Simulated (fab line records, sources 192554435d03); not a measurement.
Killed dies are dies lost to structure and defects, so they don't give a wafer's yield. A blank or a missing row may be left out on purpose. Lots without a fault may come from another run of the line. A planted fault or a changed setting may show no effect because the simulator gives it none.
fab line records | flow n5_finfet
record lots=11 wafers=33 last_day=17
route steps=1938 shown BEOL_M11@1577
lots that met no fault: from a run of the same line without faults
start_h: hours from the record's first day to the start of the lot's first wafer shown | wait_h: hours since the lot's step before | " the same as in the row above | L1.1+2: a row that stands for several wafers | - no value, or no start given | * or withheld: withheld | < > ~ a bound
route shown NAME@n: a module of which the file shows steps, and the number in the route of the first | usual: mean/standard deviation of fault-free wafers | same: alike in all rows | chamber/n: place in a boat | sites: the reading at each site | _std_site: their standard deviation | _edge_site: outer sites' mean less inner sites' | radius_mm: how far each site lies from the wafer's centre | mask NAME#n: copy n | behind: the tool/chamber that last shaped the wafer | hold: why the lot was held/for how many hours/how that ended | device: the transistor (n, p or np) that didn't switch | end of line: the same wafers' tests at the end of the route | a step without rows: its recipe alone | killed: dies lost to structure and defects at the first sort, not the wafer's yield | map: a wafer's dies, x killed, . not, _ none there
set.NAME: the setting as run; set.NAME@STEP: as run at that earlier step | model.NAME: the simulator's own value behind a step, which no gauge read
steps of the route over a sample of lots; a table a step, a row a wafer
services: from which hour (start_h, from the record's first day; less than 0 if before it) a tool's chamber was out of use, for how many hours, and why
## steps
# step N5_BEOL_M11_STRIP_36
# recipe chemistry=N2/H2 power_w=450 temp_c=40 pressure_mtorr=20 rf_frequency_hz=6e+07 overash_fraction=0.3 bias_power_w=7 h2_frac=0.5 n2_flow_sccm=200 h2_flow_sccm=200
# usual drypump_motor_current_A=5.9/0.48 oes_product_au=0.77/0.087 rf_vpp_V=59.2/2.1 showerhead_plenum_p_Torr=2.56/0.11 throttle_valve_pct=23.83/0.24
# columns lot.wafer tool chamber start_h wait_h drypump_motor_current_A oes_product_au rf_hours_counter_h rf_vpp_V showerhead_plenum_p_Torr throttle_valve_pct
L578.1 rie_diel-02 2 229.37 0.0 5.3 0.74 152 59.0 2.64 23.73
L578.4 " 0 " " 6.2 0.71 195 59.1 2.41 23.78
L578.5 " 2 " " 5.3 0.73 - 63.3 2.64 23.73
L579.1 rie_diel-06 1 231.71 0.0 5.4 0.69 222 57.9 2.50 23.68
L579.4 " 3 " " 5.6 0.70 - 61.4 2.61 24.21
L579.6 " 1 " " 5.4 0.70 - 61.3 2.50 23.71
L580.1 rie_diel-05 3 237.74 0.0 6.6 0.73 191 57.3 2.62 24.18
L580.5 " 3 " " 6.6 0.74 - 59.3 2.62 24.16
L580.6 " 0 " " 5.5 0.73 - 58.3 2.64 23.65
L581.2 rie_diel-05 2 241.96 0.0 6.1 0.70 235 57.7 2.61 23.69
L581.5 " 2 " " 6.1 0.70 - 56.7 2.61 23.68
L581.6 " 1 " " 6.2 0.76 - 61.4 2.34 23.88
L593.2 rie_diel-05 0 336.46 0.0 5.5 0.73 220 61.6 2.62 23.72
L593.4 " 3 " " 6.6 0.71 224 61.3 2.60 24.23
L593.6 " 0 " " 5.5 0.70 - 58.3 2.62 23.70
L594.2 rie_diel-05 1 339.20 0.0 6.3 0.74 169 59.1 2.33 23.93
L594.3 " 2 " " 6.1 0.96 4 62.2 2.61 23.43
L594.5 " 0 " " 5.5 0.71 - 58.4 2.62 23.70
L596.1 rie_diel-02 1 339.62 0.0 5.5 0.69 242 61.6 2.61 23.87
L596.2 " 0 " " 6.2 0.68 231 60.6 2.40 23.87
L596.5 " 0 " " 6.2 0.68 - 60.4 2.40 23.88
L595.2 rie_diel-02 3 343.57 0.0 6.3 0.85 54 58.2 2.68 23.42
L595.4 " 2 " " 5.3 0.72 178 58.9 2.63 23.72
L595.6 " 0 " " 6.2 0.68 - 58.6 2.40 23.87
L598.1 rie_diel-02 2 353.23 0.0 5.3 0.71 180 56.7 2.63 23.75
L598.3 " 1 " " 5.5 0.70 246 60.7 2.61 23.83
L598.5 " 1 " " 5.5 0.70 - 59.7 2.61 23.86
L599.2 rie_diel-06 0 368.56 0.0 4.9 0.81 96 59.7 2.57 24.17
L599.3 " 3 " " 5.7 0.92 22 59.8 2.60 24.03
L599.4 " 2 " " 5.9 0.90 - 57.8 2.59 23.75
L601.1 rie_diel-06 0 369.02 0.0 5.0 0.81 96 60.1 2.57 24.15
L601.2 " 2 " " 5.9 0.90 40 58.7 2.59 23.74
L601.4 " 2 " " 5.9 0.89 - 58.8 2.59 23.77
# step N5_BEOL_M11_TRENCH_ETCH_37
# recipe chemistry=C4F6/O2 target_depth_a=1488.3 target=SiCOH_lowk time_s=48 ion_energy_ev=250 pressure_mtorr=30 source_w=345 bias_w=185 Ar_flow_sccm=300 C4F6_flow_sccm=10 O2_flow_sccm=10
# usual C4F6_flow_sccm=10.000/0.028 drypump_motor_current_A=5.9/0.47 mfc_ar_sccm=299.9/0.96 oes_product_au=0.77/0.086 rf_vpp_V=664/6.6 showerhead_plenum_p_Torr=2.87/0.12 throttle_valve_pct=21.05/0.2
# columns lot.wafer tool chamber start_h wait_h C4F6_flow_sccm drypump_motor_current_A mfc_ar_sccm oes_product_au rf_hours_counter_h rf_vpp_V showerhead_plenum_p_Torr throttle_valve_pct
L578.1 rie_diel-02 2 - - 10.002 5.3 297.8 0.74 152 664 2.96 21.07
L578.4 " 0 " " 9.967 6.2 301.3 0.71 195 652 2.71 21.08
L578.5 " 2 " " 10.007 5.3 299.5 0.75 - 666 2.96 21.07
L579.1 rie_diel-06 1 - - 10.028 5.3 300.1 0.69 222 661 2.81 21.10
L579.4 " 3 " " 10.031 5.7 299.7 0.69 - 655 2.93 21.34
L579.6 " 1 " " 10.001 5.4 300.1 0.69 - 662 2.81 21.11
L580.1 rie_diel-05 3 - - 9.969 6.6 300.5 0.72 191 662 2.94 21.38
L580.5 " 3 " " 9.972 6.6 300.4 0.73 - 662 2.94 21.38
L580.6 " 0 " " 10.042 5.5 298.5 0.73 - 661 2.95 21.01
L581.2 rie_diel-05 2 - - 10.035 6.1 299.7 0.70 235 668 2.91 20.95
L581.5 " 2 " " 10.029 6.1 300.0 0.70 - 667 2.91 20.97
L581.6 " 1 " " 10.017 6.2 298.5 0.77 - 660 2.64 21.19
L593.2 rie_diel-05 0 - - 9.993 5.5 300.1 0.72 220 660 2.93 21.06
L593.4 " 3 " " 10.014 6.6 298.0 0.71 224 662 2.92 21.42
L593.6 " 0 " " 9.951 5.5 299.8 0.71 - 659 2.93 21.06
L594.2 rie_diel-05 1 - - 10.048 6.2 296.9 0.73 169 661 2.63 21.22
L594.3 " 2 " " 9.972 6.1 300.9 0.95 4 667 2.90 20.63
L594.5 " 0 " " 10.019 5.5 300.5 0.71 - 660 2.93 21.06
L596.1 rie_diel-02 1 - - 10.009 5.4 299.6 0.71 242 675 2.92 20.91
L596.2 " 0 " " 10.001 6.2 300.5 0.69 231 651 2.69 21.13
L596.5 " 0 " " 10.063 6.2 300.6 0.69 - 650 2.69 21.12
L595.2 rie_diel-02 3 - - 9.957 6.2 299.8 0.85 54 674 3.01 20.72
L595.4 " 2 " " 10.008 5.3 300.2 0.72 178 664 2.94 21.11
L595.6 " 0 " " 9.999 6.2 300.2 0.68 - 652 2.69 21.13
L598.1 rie_diel-02 2 - - 10.000 5.3 299.1 0.72 180 663 2.94 21.10
L598.3 " 1 " " 9.995 5.5 299.5 0.70 246 672 2.92 20.89
L598.5 " 1 " " 9.956 5.5 301.3 0.70 - 675 2.92 20.90
L599.2 rie_diel-06 0 - - 9.990 4.9 298.3 0.81 96 669 2.88 21.06
L599.3 " 3 " " 9.951 5.7 298.0 0.93 22 654 2.91 21.04
L599.4 " 2 " " 9.976 5.9 300.7 0.90 - 672 2.89 20.82
L601.1 rie_diel-06 0 - - 10.022 4.9 300.7 0.82 96 669 2.88 21.07
L601.2 " 2 " " 10.020 5.9 299.3 0.89 40 671 2.89 20.83
L601.4 " 2 " " 10.031 5.9 300.7 0.89 - 673 2.89 20.82
# step N5_BEOL_M11_SPUTTER_48
# recipe material=Cu target_thk_a=120 temp_c=-20 bias_v=60 power_w=26000 chamber_pressure_pa=0.13 time_s=2
# usual cathode_dc_power_W=26000/4.5 throttle_valve_pct=29.6/1.1
# columns lot.wafer tool chamber start_h wait_h cathode_dc_power_W throttle_valve_pct
L578.1 pvd_sputter-03 - 230.89 0.1 26006 30.0
L578.4 " - " " 26000 29.3
L578.5 " - " " 26005 29.7
L579.1 pvd_sputter-03 - 234.27 0.1 26001 29.5
L579.4 " - " " 26000 29.1
L579.6 " - " " 26001 30.6
L580.1 pvd_sputter-03 - 241.42 0.1 26008 30.8
L580.5 " - " " 26000 29.2
L580.6 " - " " 25995 29.7
L581.2 pvd_sputter-02 - 243.91 0.3 26001 28.4
L581.5 " - " " 25999 30.4
L581.6 " - " " 25997 29.9
L593.2 pvd_sputter-02 - 338.59 0.6 23404 27.9
L593.4 " - " " 26008 28.2
L593.6 " - " " 23409 27.8
L594.2 pvd_sputter-03 - 341.09 0.2 26001 29.4
L594.3 " - " " 26004 30.4
L594.5 " - " " 25991 29.5
L596.1 pvd_sputter-01 - 341.19 0.1 26000 31.1
L596.2 " - " " 26004 27.1
L596.5 " - " " 26005 31.4
L595.2 pvd_sputter-03 - 345.69 0.3 25995 30.0
L595.4 " - " " 25997 29.5
L595.6 " - " " 26004 29.6
L598.1 pvd_sputter-03 - 354.97 0.2 25998 29.8
L598.3 " - " " 26006 29.0
L598.5 " - " " 26003 29.7
L599.2 pvd_sputter-03 - 370.42 0.1 25998 29.3
L599.3 " - " " 26005 30.5
L599.4 " - " " 25999 29.9
L601.1 pvd_sputter-01 - 370.75 0.3 26000 28.7
L601.2 " - " " 26003 30.5
L601.4 " - " " 25999 31.2
## services
# columns tool chamber start_h hours kind
rie_diel-06 2 212.43 - clean
rie_diel-06 2 212.43 - consumable_replace:focus_ring
rie_diel-06 2 212.43 23.1 scheduled_down
rie_diel-06 2 212.43 23.1 vent_cycle
rie_diel-02 3 265.75 4.8 repair
rie_diel-06 3 283.42 - clean
rie_diel-06 3 283.42 - consumable_replace:focus_ring
rie_diel-06 3 283.42 15.8 scheduled_down
rie_diel-06 3 283.42 15.8 vent_cycle
rie_diel-05 2 290.86 - clean
rie_diel-05 2 290.86 - consumable_replace:focus_ring
rie_diel-05 2 290.86 36.0 scheduled_down
rie_diel-05 2 290.86 36.0 vent_cycle
rie_diel-06 0 294.17 6.8 repair
pvd_sputter-02 - 306.31 3.3 repair
rie_diel-02 2 312.93 29.5 repair
rie_diel-06 1 331.18 - clean
rie_diel-06 1 331.18 - consumable_replace:focus_ring
rie_diel-06 1 331.18 13.8 scheduled_down
rie_diel-06 1 360.25 11.1 repair
rie_diel-02 1 365.44 - clean
rie_diel-02 1 365.44 - consumable_replace:focus_ring
rie_diel-02 1 365.44 13.9 scheduled_down
rie_diel-02 1 365.44 13.9 vent_cycle
## key
first_sign step=N5_BEOL_M11_SPUTTER_48 reading=cathode_dc_power_W direction=down sigmas=99+ usual=* struck=*
effect none on later readings
met_at N5_BEOL_M11_SPUTTER_48
struck_lots L593
struck_wafers L593.2,L593.6
not_acting_at N5_BEOL_M11_STRIP_36,N5_BEOL_M11_TRENCH_ETCH_37
fault kind=process_parameter_drift tool=pvd_sputter-02 chamber=- onset_h=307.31 steps=N5_BEOL_M11_SPUTTER_48 channel=power_w offset=* shape=step end_h=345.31 acts_in=* stated=* scope=struck_wafers_only
